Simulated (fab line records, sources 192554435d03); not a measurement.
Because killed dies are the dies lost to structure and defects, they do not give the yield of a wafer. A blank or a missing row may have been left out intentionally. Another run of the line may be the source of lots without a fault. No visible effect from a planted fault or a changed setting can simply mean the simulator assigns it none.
Split-lot trial ; flow n5 finfet ; 21 wafers read across 7 lots, on a route 1938 steps long

== ON THE SPLIT ==
At N5_BEOL_M4_EXPOSE_08 (exposes mask M4), the setting dose mj was moved away from the recipe's 41.25 on 7 of the 21 wafers read, by -5.2% to +4.6%. This setting was run at the recipe's value on the other wafers.

== FROM THE SPLIT TO THE READING: what the file shows between them, 2 steps ==
- N5_BEOL_M4_PEB_09: peb time 60 s
- N5_BEOL_M4_DEVELOP_10: develop time 30 s

== THE READING ==
Shown in nm: cd nm at N5_BEOL_M4_CD_MEAS_11, with target cd 16.79 nm. A value of 16.84 nm with a standard deviation of 0.23 nm is what fault-free wafers of this fab line usually give.

wafer;tool, chamber at the split;dose mj as run;against the recipe;cd nm, nm;against lot-mates on the recipe
L079.1;euv scanner-01, 0;41.25;recipe;17.25;-
L079.2;euv scanner-01, 0;41.25;recipe;16.84;-
L079.5;euv scanner-01, 0;41.25;recipe;16.97;-
L081.2;euv scanner-02, 0;41.25;recipe;17.24;-
L081.3;euv scanner-02, 0;41.25;recipe;16.87;-
L081.6;euv scanner-02, 0;41.25;recipe;16.86;-
L083.4;euv scanner-01, 0;41.25;recipe;16.79;-
L083.5;euv scanner-01, 0;41.25;recipe;16.76;-
L083.6;euv scanner-01, 0;40;-3.0%;16.15;-0.62
L089.1;euv scanner-02, 0;41.25;recipe;16.87;-
L089.4;euv scanner-02, 0;39.09;-5.2%;15.43;-1.47
L089.6;euv scanner-02, 0;41.25;recipe;16.93;-
L091.1;euv scanner-02, 0;40.28;-2.4%;16.16;-0.54
L091.3;euv scanner-02, 0;41.25;recipe;16.53;-
L091.4;euv scanner-02, 0;41.25;recipe;16.87;-
L094.1;euv scanner-01, 0;42.88;+4.0%;18.01;no lot-mate on the recipe
L094.4;euv scanner-01, 0;42.88;+4.0%;17.44;no lot-mate on the recipe
L094.6;euv scanner-01, 0;42.88;+4.0%;17.96;no lot-mate on the recipe
L095.1;euv scanner-02, 0;41.25;recipe;16.67;-
L095.3;euv scanner-02, 0;41.25;recipe;16.60;-
L095.6;euv scanner-02, 0;43.13;+4.6%;17.49;+0.85

THE FIT
A straight line over all 21 wafers: cd nm changes by +0.233 nm for each +1% of dose mj; r = +0.93; the points scatter about the line by 0.23 nm.
The same after taking each lot's own level away (the mean of its wafers on the recipe; 18 wafers): +0.233 nm for each +1%; r = +0.95; scatter 0.15 nm.
Per that fit: largest dose mj move, reading shift of 1.2 nm.
Measured against the standard deviation above, the lots' own levels, which go from 16.635 to 17.020 nm, span 1.7 times it.
So the lot-to-lot level changes the slope little: the two slopes agree.
Check: for one of the wafers moved furthest among these (-5.2%), held out of the fit, the line's prediction against its lot-mates is -1.05 nm. Against them it came out at -1.47 nm.

== THE WHOLE CHAIN: every reading that the file lists as answering this split, in the file's order ==
step;what it does;reading;change (the file's fit);r (the file's)
N5_BEOL_M4_CD_MEAS_11;target cd 16.79 nm;cd nm;+0.235 nm for each +1% of the setting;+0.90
N5_BEOL_M4_ETCH_74;etches underlayer in N2/H2, target depth 6.5 nm, time 5.2 s;BEOL_M4.cd offset nm (the simulator's own value, which no gauge read);+0.197 nm for each +1% of the setting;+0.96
N5_BEOL_M4_ETCH_63;etches SiARC in CF4, target depth 15.6 nm, time 26 s;BEOL_M4.cd offset nm (the simulator's own value, which no gauge read);+0.224 nm for each +1% of the setting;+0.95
N5_BEOL_M4_ETCH_64;etches SOC in N2/H2, target depth 75 nm, overetch 22.5 nm, time 121.9 s;BEOL_M4.cd offset nm (the simulator's own value, which no gauge read);+0.211 nm for each +1% of the setting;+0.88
N5_BEOL_M4_HM_OPEN_17;chemistry Cl2/BCl3, target TiN, target depth 20 nm, overetch 6 nm;BEOL_M4.cd offset nm (the simulator's own value, which no gauge read);+0.225 nm for each +1% of the setting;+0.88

== THE FILE'S OWN FIT ==
cd nm changes by +0.235 nm for each +1% of dose mj, r = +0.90.
